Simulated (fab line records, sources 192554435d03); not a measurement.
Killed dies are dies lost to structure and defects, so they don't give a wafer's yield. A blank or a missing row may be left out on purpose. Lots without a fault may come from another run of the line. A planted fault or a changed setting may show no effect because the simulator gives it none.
Chamber matching | flow n5_finfet | N5_SD_EPI_N_ETCH_35 on rie_diel-03: 4 sister chambers
The step etches SOC in N2/H2, overetch 108 nm, time 486 s. 14 wafers are shown with their chamber, then 7 later ones without.

WAFERS WITH THEIR CHAMBER
wafer  | chamber | drypump_motor_current_A (A) | showerhead_plenum_p_Torr (Torr) | throttle_valve_pct (%)
L074.2 | 3       | 5.8                         | 2.60                            | 23.90
L074.3 | 0       | 6.3                         | 2.64                            | 24.12
L074.5 | 1       | 4.9                         | 2.47                            | 23.25
L078.1 | 0       | 6.3                         | 2.64                            | 24.13
L078.2 | 3       | 5.8                         | 2.59                            | 23.91
L078.4 | 1       | 4.8                         | 2.47                            | 23.27
L081.2 | 1       | 4.9                         | 2.46                            | 23.28
L081.4 | 2       | 5.7                         | 2.42                            | 23.97
L081.5 | 0       | 6.3                         | 2.63                            | 24.13
L087.1 | 2       | 5.8                         | 2.41                            | 23.98
L087.3 | 1       | 4.8                         | 2.46                            | 23.28
L087.5 | 1       | 4.9                         | 2.46                            | 23.29
L089.2 | 1       | 4.8                         | 2.45                            | 23.30
L089.3 | 3       | 5.8                         | 2.59                            | 23.65

SIGNATURES (means of the wafers above)
reading                  | chamber 0 | chamber 1 | chamber 2 | chamber 3 | scatter within a chamber
drypump_motor_current_A  | 6.300     | 4.850     | 5.750     | 5.800     | 0.0447
showerhead_plenum_p_Torr | 2.6367    | 2.4617    | 2.4150    | 2.5933    | 0.00683
throttle_valve_pct       | 24.1267   | 23.2783   | 23.9750   | 23.8200   | 0.0671
Rule: a wafer's distance from a chamber is the root of the sum, over the readings, of the square of ((its reading less the chamber's mean) divided by the reading's scatter). The wafer belongs to the nearest chamber; if the next one is less than 2 further off, it can't be placed. The scatter: the root of (the sum of the squares of (reading less its chamber's mean) over the shown wafers, divided by (wafers less chambers)).

WAFERS WITHOUT THEIR CHAMBER
wafer  | drypump_motor_current_A (A) | showerhead_plenum_p_Torr (Torr) | throttle_valve_pct (%)
L089.5 | 5.8                         | 2.59                            | 23.65
L092.1 | 5.8                         | 2.41                            | 23.98
L092.2 | 5.8                         | 2.58                            | 23.66
L092.5 | 4.8                         | 2.45                            | 23.32
L095.1 | 6.3                         | 2.62                            | 24.16
L095.4 | 5.8                         | 2.58                            | 23.67
L095.5 | 6.3                         | 2.62                            | 24.15

WHICH CHAMBER EACH WENT THROUGH
wafer  | from the rows above | in truth
L089.5 | 3                   | 3
L092.1 | 2                   | 2
L092.2 | 3                   | 3
L092.5 | 1                   | 1
L095.1 | 0                   | 0
L095.4 | 3                   | 3
L095.5 | 0                   | 0
Placed correctly: 7 of 7. Can't be placed from these rows: 0. Placed wrongly: 0.
